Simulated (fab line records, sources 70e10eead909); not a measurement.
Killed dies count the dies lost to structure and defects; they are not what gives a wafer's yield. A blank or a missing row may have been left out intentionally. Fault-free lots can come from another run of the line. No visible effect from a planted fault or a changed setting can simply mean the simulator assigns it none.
Chamber matching	flow nand harc	NHARC_A_STAIRCASE_ALD_415 on ald hk-03 has 4 sister chambers
The step deposits SiO2, target thk 30 nm, pulse time 6 s, ald cycles 300. 8 wafers are shown with their chamber, then 9 later ones without.

WAFERS, EACH WITH ITS CHAMBER
wafer	chamber	heater power w (W)	precursor pulse height rel
L085.1	2	448	0.994
L085.2	3	371	0.979
L087.2	0	439	0.992
L087.3	1	500	1.007
L087.6	3	384	1.016
L088.1	1	511	0.984
L088.2	0	448	1.045
L088.4	2	440	0.983

WAFERS WHOSE CHAMBER IS MISSING
wafer	heater power w (W)	precursor pulse height rel
L091.3	442	1.009
L091.4	458	1.004
L091.6	504	0.996
L093.4	481	1.026
L093.5	501	0.974
L093.6	458	1.003
L097.2	496	1.001
L097.4	364	1.008
L097.6	452	0.996

WHICH CHAMBER EACH WENT THROUGH
wafer	from the rows above	in truth
L091.3	can't be placed: 0 or 2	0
L091.4	can't be placed: 2 or 0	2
L091.6	1	1
L093.4	can't be placed: 1 or 0 or 2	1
L093.5	1	1
L093.6	can't be placed: 2 or 0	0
L097.2	1	1
L097.4	3	3
L097.6	can't be placed: 2 or 0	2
Correct placement for 4 of the 9. Not placeable from these rows: 5 (in 5, the candidates include the true chamber). 0 placed wrongly.
How it was worked out, from the rows above alone: a wafer's distance from a chamber is the root of the sum, over the readings, of the square of ((its reading less the chamber's mean) divided by the reading's scatter). If the next closest chamber is less than 2 further off than the closest, the wafer can't be placed; otherwise it belongs to the closest. Each chamber's mean is taken over the wafers shown for it. The scatter: take each reading less its chamber's mean, square it, sum over the shown wafers, divide by the number of wafers less the number of chambers, and take the root.
